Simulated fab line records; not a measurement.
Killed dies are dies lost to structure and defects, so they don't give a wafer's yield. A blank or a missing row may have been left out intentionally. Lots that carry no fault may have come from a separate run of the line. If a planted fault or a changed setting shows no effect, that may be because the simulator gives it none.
fab line records	flow nand_harc
record: lots: 6	wafers: 18	last_day: 32
route steps=1302 shown THIN_TSV@1284 END@1301
lots that met no fault: taken from a fault-free run of the same line
start_h: hours from the record's first day to the start of the lot's first wafer shown	wait_h: hours since the lot's step before	" repeats the value in the row above	L1.1+2: a row that stands for several wafers	- no value, or no start given	* or withheld: withheld	< > ~ a bound
route shown NAME@n: NAME is a module with steps in the file, n the number in the route of the first one	usual: mean/standard deviation taken from wafers without a fault	same: alike in all rows	chamber/n: place in a boat	sites: each site's reading	_std_site: the values' standard deviation	_edge_site: mean of outer sites minus mean of inner sites	radius_mm: how far each site lies from the wafer's centre	mask NAME#n: copy n	behind: the tool/chamber that last shaped the wafer	hold: the reason the lot was held/the length of the hold in hours/how it ended	device: transistor that didn't switch, given as n, p or np	end of line: the route-end tests of the same wafers	a step without rows: its recipe alone	killed: dies that structure and defects cost at the first sort, which is not the same as the wafer's yield	map: the dies of a wafer, with x for killed, . for not killed, _ for no die there
set.NAME: the setting that was run; set.NAME@STEP: the one run at that earlier step	model.NAME: the simulator's own value behind a step, which no gauge read
a table for each step, a row for each wafer; lots at some steps of the route
services: from which hour (start_h, from the record's first day; less than 0 if before it) a tool's chamber was out of use, for how many hours, and why
== steps ==
step: NHARC_THIN_TSV_HMDS_26
recipe: time_s: 30
step: NHARC_THIN_TSV_COAT_27
recipe: spin_rpm: *
step: NHARC_THIN_TSV_SOFTBAKE_28
recipe: temp_c: 122	time_s: 95
step: NHARC_THIN_TSV_EBR_29
step: NHARC_THIN_TSV_EXPOSE_30
recipe: na: 0.55	dose_mj: 11.47	mask_id: PAD
step: NHARC_THIN_TSV_PEB_31
recipe: peb_temp_c: 118	peb_time_s: 85
step: NHARC_THIN_TSV_DEVELOP_32
recipe: time_s: 70
step: NHARC_THIN_TSV_CD_MEAS_33
recipe: target_cd_nm: 5000	landing_energy_ev: 500
usual: cd_nm: 5000.1/2
lot.wafer	tool	chamber	start_h	wait_h	cd_nm
L590.1	cd_sem-03	0	594.71	-	4999.9
L590.3	"	0	"	"	5000.1
L590.5	"	0	"	"	4995.6
L593.1	cd_sem-01	0	640.50	-	5003.5
L593.3	"	0	"	"	4999.5
L593.6	"	0	"	"	5000.4
L602.1	cd_sem-03	0	728.54	-	5000.4
L602.3	"	0	"	"	4995.9
L602.5	"	0	"	"	5000.5
L603.1	cd_sem-01	0	742.83	-	5001.6
L603.4	"	0	"	"	5002.0
L603.6	"	0	"	"	5001.0
L605.1	cd_sem-03	0	744.15	-	4998.2
L605.3	"	0	"	"	5001.2
L605.4	"	0	"	"	4998.4
L606.1	cd_sem-02	0	761.67	-	5001.1
L606.2	"	0	"	"	5001.2
L606.4	"	0	"	"	5000.6
step: NHARC_THIN_TSV_HARDBAKE_34
recipe: temp_c: 125	time_s: 80
step: NHARC_THIN_TSV_DESCUM_35
recipe: time_s: 3	o2_flow_sccm: 200	ar_flow_sccm: 0	bias_power_w: 0	chemistry: O2
usual: drypump_motor_current_A: 5.7/0.49	oes_product_au: 1.000/0.01	rf_vpp_V: 57.6/0.83	showerhead_plenum_p_Torr: 1.86/0.074	throttle_valve_pct: 11.310/0.0084
lot.wafer	tool	chamber	start_h	wait_h	drypump_motor_current_A	oes_product_au	rf_hours_counter_h	rf_vpp_V	showerhead_plenum_p_Torr	throttle_valve_pct
L590.1	rie_diel-10	3	594.87	-	5.6	1.009	7.4	58.1	1.96	11.337
L590.3	"	2	"	"	5.3	0.996	7.6	57.6	1.92	11.310
L590.5	"	0	"	"	6.2	0.997	-	58.3	1.89	11.324
L593.1	rie_diel-07	2	640.67	-	5.7	0.990	7.7	57.3	1.89	11.301
L593.3	"	0	"	"	5.4	1.016	9.2	56.3	1.80	11.310
L593.6	"	1	"	"	6.4	1.010	-	57.2	1.82	11.308
L602.1	rie_diel-11	0	728.71	-	6.5	0.986	4.7	58.6	2.01	11.300
L602.3	"	1	"	"	5.1	1.010	5.3	56.9	1.83	11.304
L602.5	"	3	"	"	5.3	1.001	-	58.3	1.84	11.299
L603.4	rie_diel-07	0	743.00	-	5.3	1.009	5.1	56.8	1.80	11.313
L603.1	"	2	"	"	5.7	1.006	5.1	57.4	1.89	11.305
L603.6	"	3	"	"	4.9	0.996	-	58.3	1.79	11.310
L605.4	rie_diel-11	3	744.32	-	5.3	0.994	6.2	56.7	1.84	11.320
L605.1	"	1	"	"	5.1	0.998	6.6	58.4	1.83	11.302
L605.3	"	2	"	"	5.9	1.007	6.8	57.6	1.80	11.313
L606.2	rie_diel-11	0	761.86	-	6.5	0.983	6.9	58.7	2.01	11.311
L606.1	"	1	"	"	5.1	0.991	7.5	57.8	1.83	11.316
L606.4	"	2	"	"	5.9	1.012	7.7	56.8	1.80	11.313
step: NHARC_THIN_TSV_ETCH_59
recipe: target_depth_a: 8800	icp_w: 900	bias_w: 100	Cl2_flow_sccm: 60	bcl3_flow_sccm: 30	time_s: 138.1	chemistry: Cl2/BCl3
usual: drypump_motor_current_A: 5.3/0.44	oes_product_au: 1.004/0.01	throttle_valve_pct: 22.265/0.0097
lot.wafer	tool	chamber	start_h	wait_h	drypump_motor_current_A	oes_product_au	rf_hours_counter_h	throttle_valve_pct
L590.1	rie_metal-01	0	595.04	0.2	5.7	1.009	0.1	22.255
L590.3	"	1	"	"	5.0	0.989	-	22.265
L590.5	"	0	"	"	5.7	1.012	-	22.271
L593.1	rie_metal-02	0	640.83	0.1	5.7	1.020	0.0	22.279
L593.3	"	0	"	"	5.7	1.006	-	22.260
L593.6	"	1	"	"	4.8	1.018	-	22.267
L602.1	rie_metal-01	0	728.83	0.1	5.6	1.002	2.0	22.261
L602.3	"	0	"	"	5.7	1.006	-	22.236
L602.5	"	1	"	"	5.0	0.999	-	22.261
L603.1	rie_metal-01	0	743.12	0.1	5.7	1.000	2.2	22.264
L603.4	"	1	"	"	5.0	0.994	-	22.258
L603.6	"	0	"	"	5.7	1.001	-	22.267
L605.1	rie_metal-02	1	744.48	0.1	4.8	1.010	2.0	22.279
L605.4	"	0	"	"	5.7	1.006	-	22.280
L605.3	"	1	"	"	4.8	1.010	-	22.272
L606.1	rie_metal-01	0	761.97	0.1	5.7	0.998	0.0	22.259
L606.2	"	1	"	"	5.0	1.009	0.0	22.263
L606.4	"	1	"	"	5.0	1.003	-	22.251
step: NHARC_THIN_TSV_ETCH_36
recipe: target_depth_a: 650	over_etch_frac: 0.3	time_s: 18.571	ion_energy_ev: 150	chemistry: Cl2/BCl3
usual: drypump_motor_current_A: 5.3/0.44	oes_product_au: 1.005/0.0098
same: over_etch_frac: 0.3
lot.wafer	tool	chamber	start_h	wait_h	drypump_motor_current_A	oes_product_au	rf_hours_counter_h
L590.1	rie_metal-01	1	595.26	0.2	5.0	0.996	0.2
L590.3	"	1	"	"	5.0	0.996	-
L590.5	"	1	"	"	5.0	0.990	-
L593.1	rie_metal-02	0	641.05	0.2	5.7	1.009	0.2
L593.3	"	1	"	"	4.8	1.017	-
L593.6	"	1	"	"	4.8	1.012	-
L602.1	rie_metal-01	1	729.08	0.2	5.0	1.004	2.1
L602.3	"	1	"	"	5.0	0.993	-
L602.5	"	0	"	"	5.7	1.011	-
L603.1	rie_metal-01	0	743.38	0.2	5.7	1.009	2.4
L603.4	"	1	"	"	5.0	0.984	-
L603.6	"	0	"	"	5.7	1.011	-
L605.1	rie_metal-02	0	744.71	0.2	5.7	1.025	2.1
L605.3	"	1	"	"	4.8	1.009	-
L605.4	"	0	"	"	5.7	1.014	-
L606.1	rie_metal-01	0	762.23	0.2	5.7	1.012	0.2
L606.2	"	1	"	"	5.0	1.009	0.2
L606.4	"	1	"	"	5.0	1.015	-
step: NHARC_THIN_TSV_STRIP_56
recipe: power_w: 1500	temp_c: 250	chemistry: O2
usual: drypump_motor_current_A: 5.72/0.26	heater_power_w: 333/8.2
lot.wafer	tool	chamber	start_h	wait_h	drypump_motor_current_A	heater_power_w	rf_hours_counter_h
L590.1	plasma_asher-02	0	595.35	0.1	5.42	327	35
L590.3	"	1	"	"	5.97	329	-
L590.5	"	0	"	"	5.44	330	-
L593.1	plasma_asher-01	1	641.15	0.1	5.98	345	22
L593.3	"	1	"	"	5.98	340	-
L593.6	"	1	"	"	5.99	350	-
L602.1	plasma_asher-01	1	729.23	0.1	5.98	338	4
L602.3	"	1	"	"	5.98	334	-
L602.5	"	1	"	"	6.00	328	-
L603.1	plasma_asher-01	0	743.48	0.1	5.51	329	7
L603.4	"	1	"	"	5.99	326	-
L603.6	"	1	"	"	5.99	331	-
L605.1	plasma_asher-02	1	744.81	0.1	5.99	327	28
L605.3	"	1	"	"	5.98	333	-
L605.4	"	0	"	"	5.42	333	-
L606.1	plasma_asher-02	1	762.33	0.1	5.98	326	32
L606.2	"	0	"	"	5.37	316	32
L606.4	"	0	"	"	5.37	323	-
step: NHARC_THIN_TSV_STRIP_57
recipe: time_s: 1200	temp_c: 72.5	chemistry: post_etch_residue_remover
step: NHARC_THIN_TSV_CD_MEAS_37
usual: cd_nm: 5000.9/2.8
lot.wafer	tool	chamber	start_h	wait_h	cd_nm
L590.1	cd_sem-02	-	596.14	-	5001.1
L590.3	"	-	"	"	5000.9
L590.5	"	-	"	"	4996.6
L593.1	cd_sem-03	-	641.95	-	5002.4
L593.3	"	-	"	"	4998.3
L593.6	"	-	"	"	4997.7
L602.1	cd_sem-01	-	729.97	-	5000.7
L602.3	"	-	"	"	4998.3
L602.5	"	-	"	"	5002.5
L603.1	cd_sem-03	-	744.27	-	5000.9
L603.4	"	-	"	"	5003.6
L603.6	"	-	"	"	5002.5
L605.1	cd_sem-03	-	745.62	-	5001.3
L605.3	"	-	"	"	4998.0
L605.4	"	-	"	"	4998.4
L606.1	cd_sem-03	-	763.12	-	5003.4
L606.2	"	-	"	"	5004.3
L606.4	"	-	"	"	5003.0
step: NHARC_THIN_TSV_ANNEAL_58
recipe: temp_c: 400	time_s: 1800
step: NHARC_THIN_TSV_INSPECT_40
usual: raw_defect_count: 560/83
lot.wafer	tool	chamber	start_h	wait_h	raw_defect_count
L590.1	defect_inspect-02	-	599.62	0.4	449
L590.3	"	-	"	"	548
L590.5	"	-	"	"	794
L593.1	defect_inspect-02	-	646.54	0.4	555
L593.3	"	-	"	"	633
L593.6	"	-	"	"	656
L602.1	defect_inspect-01	-	731.96	0.4	1298
L602.3	"	-	"	"	1378
L602.5	"	-	"	"	1348
L603.1	defect_inspect-01	-	748.86	0.4	1495
L603.4	"	-	"	"	1352
L603.6	"	-	"	"	1343
L605.1	defect_inspect-01	-	748.86	0.4	679
L605.3	"	-	"	"	529
L605.4	"	-	"	"	561
L606.1	defect_inspect-01	-	767.63	0.4	584
L606.2	"	-	"	"	532
L606.4	"	-	"	"	554
step: NHARC_END_WLT_00
usual: VT_DECK1_BOTTOM: 0.873/0.0087	VT_DECK1_BOTTOM_INNER: 0.873/0.0089	VT_DECK1_MEDIAN_NEAR_BOTTOM: 0.873/0.0092	VT_DECK1_MEDIAN_NEAR_BOTTOM_INNER: 0.874/0.0089	VT_DECK1_MIDDLE: 0.886/0.0087	VT_DECK1_MIDDLE_INNER: 0.885/0.0086	VT_DECK1_TOP: 0.897/0.0081	VT_DECK1_TOP_INNER: 0.897/0.0084	VT_DECK2_BOTTOM: 0.871/0.0082	VT_DECK2_BOTTOM_INNER: 0.871/0.0081	VT_DECK2_MEDIAN_NEAR_BOTTOM: 0.872/0.0085	VT_DECK2_MEDIAN_NEAR_BOTTOM_INNER: 0.872/0.009	VT_DECK2_MIDDLE: 0.884/0.0083	VT_DECK2_MIDDLE_INNER: 0.884/0.0075	VT_DECK2_TOP: 0.896/0.008	VT_DECK2_TOP_INNER: 0.896/0.0077
lot.wafer	tool	chamber	start_h	wait_h	VT_DECK1_BOTTOM	VT_DECK1_BOTTOM_INNER	VT_DECK1_MEDIAN_NEAR_BOTTOM	VT_DECK1_MEDIAN_NEAR_BOTTOM_INNER	VT_DECK1_MIDDLE	VT_DECK1_MIDDLE_INNER	VT_DECK1_TOP	VT_DECK1_TOP_INNER	VT_DECK2_BOTTOM	VT_DECK2_BOTTOM_INNER	VT_DECK2_MEDIAN_NEAR_BOTTOM	VT_DECK2_MEDIAN_NEAR_BOTTOM_INNER	VT_DECK2_MIDDLE	VT_DECK2_MIDDLE_INNER	VT_DECK2_TOP	VT_DECK2_TOP_INNER
L590.1	prober-01	-	599.67	0.0	0.860	0.865	0.865	0.869	0.877	0.875	0.892	0.891	0.863	0.866	0.872	0.869	0.881	0.879	0.882	0.884
L590.3	"	-	600.67	1.0	0.859	0.864	0.867	0.860	0.875	0.874	0.887	0.890	0.863	0.865	0.859	0.872	0.877	0.879	0.898	0.881
L590.5	"	-	601.67	2.0	0.857	0.863	0.869	0.862	0.878	0.872	0.891	0.881	0.859	0.870	0.864	0.861	0.873	0.880	0.892	0.890
L593.1	prober-02	-	646.60	0.1	0.864	0.868	0.871	0.872	0.882	0.894	0.896	0.888	0.866	0.868	0.866	0.854	0.877	0.881	0.893	0.896
L593.3	"	-	647.60	1.1	0.872	0.873	0.877	0.880	0.884	0.887	0.899	0.900	0.864	0.862	0.876	0.868	0.881	0.881	0.890	0.891
L593.6	"	-	649.10	2.6	0.870	0.867	0.871	0.870	0.878	0.885	0.898	0.888	0.865	0.871	0.864	0.865	0.885	0.881	0.900	0.895
L602.1	prober-01	-	732.01	0.0	0.872	0.874	0.873	0.870	0.886	0.878	0.900	0.900	0.872	0.867	0.871	0.877	0.884	0.880	0.897	0.895
L602.3	"	-	733.01	1.1	0.867	0.868	0.875	0.873	0.889	0.882	0.896	0.900	0.868	0.866	0.869	0.863	0.874	0.875	0.901	0.890
L602.5	"	-	734.02	2.1	0.863	0.873	0.863	0.876	0.888	0.885	0.903	0.898	0.871	0.872	0.871	0.867	0.890	0.879	0.889	0.889
L603.1	prober-01	-	748.91	0.0	0.862	0.862	0.866	0.866	0.876	0.876	0.887	0.895	0.871	0.867	0.868	0.882	0.883	0.879	0.888	0.887
L603.4	"	-	750.40	1.5	0.865	0.862	0.858	0.865	0.871	0.877	0.889	0.889	0.866	0.872	0.865	0.873	0.884	0.877	0.889	0.895
L603.6	"	-	751.40	2.5	0.866	0.860	0.866	0.868	0.880	0.877	0.886	0.891	0.874	0.875	0.874	0.866	0.878	0.880	0.894	0.902
L605.1	prober-01	-	756.79	7.9	0.864	0.858	0.859	0.858	0.875	0.882	0.887	0.897	0.861	0.859	0.864	0.865	0.868	0.876	0.892	0.883
L605.3	"	-	"	"	0.867	0.861	0.859	0.859	0.877	0.877	0.889	0.883	0.858	0.865	0.853	0.861	0.878	0.877	0.889	0.876
L605.4	"	-	"	"	0.865	0.862	0.865	0.865	0.876	0.881	0.896	0.894	0.874	0.870	0.861	0.867	0.875	0.880	0.879	0.887
L606.1	prober-02	-	767.70	0.1	0.860	0.874	0.862	0.874	0.886	0.885	0.903	0.892	0.873	0.877	0.873	0.869	0.890	0.883	0.906	0.890
L606.2	"	-	"	"	0.877	0.875	0.874	0.878	0.886	0.892	0.894	0.898	0.873	0.867	0.863	0.862	0.889	0.877	0.893	0.896
L606.4	"	-	"	"	0.878	0.878	0.874	0.883	0.888	0.886	0.895	0.898	0.872	0.868	0.876	0.875	0.891	0.884	0.890	0.894
step: NHARC_END_SORT_01
recipe: temp_c: 25
usual: defect_limited_yield: 92.0/2.8	killed_at_array: 49/18	killed_at_other: 0.7/1.1	killed_at_periphery: 4.0/2.6	killed_dies: 54/19	killed_open: 3.4/1.7	killed_short: 2.5/1.7	sort_bin_2_pct: 2.8/1.2	sort_bin_3_pct: 0.6/0.4	sort_bin_4_pct: 4.5/1.5	sort_n_pass: 623/19	sort_rim_yield_pct: 89/4.8	sort_yield_pct: 92.0/2.8
same: gross_dies: 677	sort_bin_5_pct[%]: 0	sort_bin_6_pct[%]: 0	sort_bin_7_pct[%]: 0	sort_bin_8_pct[%]: 0	sort_rim_n_gross: 106.00
lot.wafer	tool	chamber	start_h	wait_h	defect_limited_yield[%]	killed_at_array	killed_at_other	killed_at_periphery	killed_dies	killed_open	killed_short	sort_bin_2_pct[%]	sort_bin_3_pct[%]	sort_bin_4_pct[%]	sort_n_pass	sort_rim_yield_pct[%]	sort_yield_pct[%]
L590.1	prober-01	0	602.67	2.5	92.8	44	3	2	49	6	2	1.9	0.6	4.7	628	94	92.8
L590.3	prober-01	0	604.26	3.1	95.1	28	1	4	33	4	0	1.9	0.1	2.8	644	91	95.1
L590.5	prober-01	0	605.86	3.7	91.0	56	4	1	61	2	2	2.4	0.6	6.1	616	92	91.0
L593.1	prober-02	0	649.60	2.5	86.7	78	6	6	90	4	2	4.4	0.9	8.0	587	91	86.7
L593.3	prober-02	0	651.18	3.1	87.7	76	2	5	83	6	7	4.3	0.9	7.1	594	90	87.7
L593.6	prober-02	0	653.54	3.9	88.8	66	3	7	76	5	4	4.1	1.2	5.9	601	78	88.8
L602.1	prober-01	0	735.02	2.5	75.9	63	94	6	163	4	2	9.0	5.8	9.3	514	80	75.9
L602.3	prober-01	0	736.60	3.1	76.5	56	100	3	159	5	1	11.1	4.3	8.1	518	79	76.5
L602.5	prober-01	0	738.19	3.7	75.9	65	95	3	163	5	3	11.7	4.4	8.0	514	80	75.9
L603.1	prober-01	0	751.90	2.5	73.0	82	92	9	183	3	2	11.7	5.6	9.7	494	76	73.0
L603.4	prober-01	0	754.34	3.4	77.7	53	92	6	151	0	4	9.3	3.7	9.3	526	82	77.7
L603.6	prober-01	0	755.97	4.1	77.8	61	83	6	150	4	4	10.8	4.1	7.2	527	85	77.8
L605.1	prober-01	0	759.73	2.4	91.3	58	0	1	59	1	3	3.4	0.3	5.0	618	83	91.3
L605.3	prober-01	0	761.35	3.1	93.4	42	1	2	45	4	3	1.9	1.2	3.5	632	88	93.4
L605.4	prober-01	0	762.16	3.4	90.4	60	0	5	65	4	3	3.2	0.9	5.5	612	93	90.4
L606.1	prober-02	0	770.69	2.5	92.0	49	0	5	54	3	4	2.7	0.1	5.2	623	89	92.0
L606.4	prober-02	0	773.13	3.4	92.3	50	1	1	52	3	2	3.0	0.4	4.3	625	91	92.3
killed by level:class
L590.1 A_CHANNEL_HOLE_D2:chamber_film_flake=26 A_SGD_CUT:chamber_film_flake=3 A_CONTACT:chamber_film_flake=3 THIN_TSV:chamber_film_flake=3 A_CHANNEL_FILL_D2:geometric_particle:open=2 A_CHANNEL_HOLE_D1:chamber_film_flake=2 A_DECK1_JOINT:chamber_film_flake=2 P_CONTACT:geometric_particle:short=1
L590.3 A_CHANNEL_HOLE_D2:chamber_film_flake=15 A_CHANNEL_HOLE_D1:chamber_film_flake=4 A_SGD_CUT:chamber_film_flake=4 P_M1:chamber_film_flake=2 P_CONTACT:geometric_particle:open=1 P_M0:geometric_particle:open=1 A_ONON_D2:geometric_particle:open=1 A_CHANNEL_FILL_D2:geometric_particle:open=1
L590.5 A_CHANNEL_HOLE_D2:chamber_film_flake=32 A_SGD_CUT:chamber_film_flake=7 A_CHANNEL_HOLE_D1:chamber_film_flake=5 A_CONTACT:chamber_film_flake=4 THIN_TSV:chamber_film_flake=4 A_STAIRCASE:chamber_film_flake=2 P_GATE:geometric_particle:open=1 A_ONON_D1:geometric_particle:short=1
L593.1 A_CHANNEL_HOLE_D2:chamber_film_flake=33 A_SLIT:chamber_film_flake=31 THIN_TSV:chamber_film_flake=6 P_M2:chamber_film_flake=3 P_STI:chamber_film_flake=2 A_CHANNEL_HOLE_D1:chamber_film_flake=2 A_CHANNEL_FILL_D2:chamber_film_flake=2 A_CONTACT:chamber_film_flake=2
L593.3 A_CHANNEL_HOLE_D2:chamber_film_flake=34 A_SLIT:chamber_film_flake=19 A_CHANNEL_HOLE_D1:chamber_film_flake=3 A_STAIRCASE:chamber_film_flake=3 A_M0:chamber_film_flake=3 A_ONON_D1:geometric_particle:short=2 A_ONON_D1:geometric_particle:open=2 A_CONTACT:geometric_particle:short=2
L593.6 A_SLIT:chamber_film_flake=30 A_CHANNEL_HOLE_D2:chamber_film_flake=16 A_CHANNEL_HOLE_D1:chamber_film_flake=5 P_ZERO_WELL:chamber_film_flake=3 A_CHANNEL_FILL_D2:chamber_film_flake=3 THIN_TSV:chamber_film_flake=3 A_CHANNEL_FILL_D1:geometric_particle:short=2 P_M2:chamber_film_flake=2
L602.1 THIN_TSV:unspecified=94 A_SLIT:chamber_film_flake=21 A_CHANNEL_HOLE_D1:chamber_film_flake=18 A_CHANNEL_HOLE_D2:chamber_film_flake=13 A_CONTACT:chamber_film_flake=4 P_CONTACT:geometric_particle:open=1 P_M0:geometric_particle:open=1 P_M1:geometric_particle:short=1
L602.3 THIN_TSV:unspecified=100 A_CHANNEL_HOLE_D1:chamber_film_flake=18 A_SLIT:chamber_film_flake=14 A_CHANNEL_HOLE_D2:chamber_film_flake=14 A_WL_FILL:chamber_film_flake=3 P_M0:geometric_particle:open=2 P_CONTACT:geometric_particle:open=1 A_CHANNEL_HOLE_D1:geometric_particle:open=1
L602.5 THIN_TSV:unspecified=93 A_SLIT:chamber_film_flake=22 A_CHANNEL_HOLE_D1:chamber_film_flake=16 A_CHANNEL_HOLE_D2:chamber_film_flake=16 A_CONTACT:chamber_film_flake=3 A_WL_FILL:geometric_particle:open=2 A_CHANNEL_FILL_D1:chamber_film_flake=2 P_CONTACT:geometric_particle:open=1
L603.1 THIN_TSV:unspecified=92 A_CHANNEL_HOLE_D1:chamber_film_flake=32 A_SLIT:chamber_film_flake=24 A_CHANNEL_HOLE_D2:chamber_film_flake=15 P_ZERO_WELL:chamber_film_flake=5 A_STAIRCASE:chamber_film_flake=3 A_CHANNEL_FILL_D2:chamber_film_flake=2 A_CONTACT:chamber_film_flake=2
L603.4 THIN_TSV:unspecified=92 A_SLIT:chamber_film_flake=18 A_CHANNEL_HOLE_D1:chamber_film_flake=15 A_CHANNEL_HOLE_D2:chamber_film_flake=12 P_ZERO_WELL:chamber_film_flake=2 P_GATE:chamber_film_flake=2 A_CHANNEL_FILL_D2:chamber_film_flake=2 P_CONTACT:geometric_particle:short=1
L603.6 THIN_TSV:unspecified=83 A_CHANNEL_HOLE_D2:chamber_film_flake=20 A_SLIT:chamber_film_flake=13 A_CHANNEL_HOLE_D1:chamber_film_flake=12 A_CONTACT:chamber_film_flake=4 A_DECK1_JOINT:chamber_film_flake=3 P_CONTACT:geometric_particle:open=2 P_ZERO_WELL:chamber_film_flake=2
L605.1 A_SLIT:chamber_film_flake=24 A_CHANNEL_HOLE_D1:chamber_film_flake=13 A_STAIRCASE:chamber_film_flake=7 A_CONTACT:chamber_film_flake=4 A_DECK1_JOINT:chamber_film_flake=3 A_CHANNEL_HOLE_D2:chamber_film_flake=3 A_ONON_D1:geometric_particle:short=1 A_CHANNEL_FILL_D2:geometric_particle:short=1
L605.3 A_SLIT:chamber_film_flake=20 A_CHANNEL_HOLE_D1:chamber_film_flake=6 A_CHANNEL_HOLE_D2:chamber_film_flake=4 A_CONTACT:chamber_film_flake=4 P_CONTACT:geometric_particle:open=2 A_STAIRCASE:chamber_film_flake=2 A_DECK1_JOINT:geometric_particle:short=1 A_CHANNEL_FILL_D2:geometric_particle:open=1
L605.4 A_SLIT:chamber_film_flake=28 A_CHANNEL_HOLE_D1:chamber_film_flake=7 A_CONTACT:chamber_film_flake=7 A_STAIRCASE:chamber_film_flake=5 A_DECK1_JOINT:chamber_film_flake=4 A_CHANNEL_HOLE_D2:chamber_film_flake=4 P_M0:geometric_particle:open=2 P_STI:geometric_particle:short=1
L606.1 A_CHANNEL_HOLE_D2:chamber_film_flake=21 A_SLIT:chamber_film_flake=8 A_CHANNEL_HOLE_D1:chamber_film_flake=7 A_CONTACT:chamber_film_flake=7 A_WL_FILL:chamber_film_flake=2 P_STI:geometric_particle:short=1 P_GATE:geometric_particle:short=1 P_M0:geometric_particle:open=1
L606.4 A_CHANNEL_HOLE_D2:chamber_film_flake=24 A_CHANNEL_HOLE_D1:chamber_film_flake=11 A_CONTACT:chamber_film_flake=7 A_CHANNEL_FILL_D1:geometric_particle:short=2 A_STAIRCASE:chamber_film_flake=2 A_SLIT:chamber_film_flake=2 P_M0:geometric_particle:open=1 A_CHANNEL_FILL_D1:geometric_particle:open=1
map L602.1 (x killed, . not)
____________.____________
_________.....x._________
_______..x........_______
______.....x....x.x______
_____..............._____
____.................____
____............x....____
___...................___
___..........x........___
__.x........x..........__
__.....................__
_......................x_
_......................x_
_......................x_
_.........x..x.......x.x_
_.....x..............xxx_
..x...................xxx
..x....................xx
..........xx.......x...xx
........x...xxx...x......
.........xxxxxxxx.x..x.x.
_........xxxxxxx..xxx.xx_
_.......xxxxxxxx..xx.x.x_
_.......x.xxxxxxx.xxxx.x_
_......x.xxxxxxxxx.xxxx._
_........xxxxxxxx...xxxx_
__.......xxxxxxxxx.xxxx__
__.......xxxxxxxx..x.xx__
___......xxxxxxx...x..___
___.....x.xxxxxx......___
____.....xxx.x.x....x____
____......x.x..x.....____
_____....x.........._____
______.........x...______
_______..x........_______
_________.....x._________
____________.____________
map L603.1 (x killed, . not)
____________.____________
_________......x_________
_______.......x..x_______
______.............______
_____.x............._____
____......x.....x.xx.____
____...x.........xxx.____
___....x.........xxxxx___
___xx.x........xxxxxxx___
__xxx.x.........xxxxxxx__
__xxxxxx.....x.xxxxxxxx__
_..xxx.........xxxxxxxx._
_xxxx.x.....x.xxxxxxxxx._
_..xxx........x.xxxxxxx._
_..xxx.........xxxxxxx.._
_x...xx.......xxxxxxxxxx_
..x...........xx.xxxxxxx.
......x.........xxxxx....
..................x.x....
...x...x.......x.....xxx.
...................xxxxx.
_.......x...........xxx._
_...................xxxx_
_........x.........xxxxx_
_...............x..xxxxx_
_...................xxxx_
__..................xxx__
__..x.............xxx.x__
___x.................x___
___................xx.___
____...............x.____
____.................____
_____..............._____
______.......x.....______
_______....x......_______
_________.....x._________
____________.____________
== services ==
tool	chamber	start_h	hours	kind
rie_metal-01	-	575.00	9.0	pm
rie_metal-01	0	575.00	9.0	vent_cycle
rie_metal-01	1	575.00	9.0	vent_cycle
rie_metal-01	0	584.00	-	clean
rie_metal-01	1	584.00	-	clean
rie_diel-10	-	596.50	9.0	pm
plasma_asher-02	-	603.01	9.0	pm
rie_diel-11	-	609.50	9.0	pm
rie_metal-02	-	631.00	9.0	pm
rie_diel-07	-	648.20	9.0	pm
rie_diel-07	-	672.13	0.4	repair
rie_diel-07	-	682.65	4.9	repair
plasma_asher-02	-	691.84	3.3	repair
plasma_asher-01	-	696.05	9.0	pm
rie_diel-11	-	705.86	1.0	repair
plasma_asher-01	-	705.92	1.2	repair
rie_diel-07	2	713.22	3.2	repair
rie_diel-10	-	724.83	0.4	repair
rie_diel-10	0	736.52	7.9	repair
rie_diel-11	-	743.26	0.3	repair
rie_metal-01	-	752.00	9.0	pm
rie_metal-01	0	752.00	9.0	vent_cycle
rie_metal-01	1	752.00	9.0	vent_cycle
rie_diel-07	0	754.14	10.0	repair
== key ==
first_sign: step: NHARC_THIN_TSV_INSPECT_40	reading: raw_defect_count	direction: up	sigmas: 9.7	usual: 560	struck: 1369
effect: step: NHARC_END_SORT_01	reading: killed_at_other	direction: up	sigmas: 84	usual: 0.7	struck: 92.7
more_kills_born_at: NHARC_THIN_TSV_STRIP_56@plasma_asher-01: 554
met_at NHARC_THIN_TSV_STRIP_56
struck_wafers L602.1,L602.3,L602.5,L603.1,L603.4,L603.6
onset_between 641.15 729.23
fault: kind: chamber_particle_source	tool: plasma_asher-01	chamber: -	onset_h: 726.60	steps: NHARC_THIN_TSV_STRIP_56	rate_per_visit_cm2: 1.097	end_h: 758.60
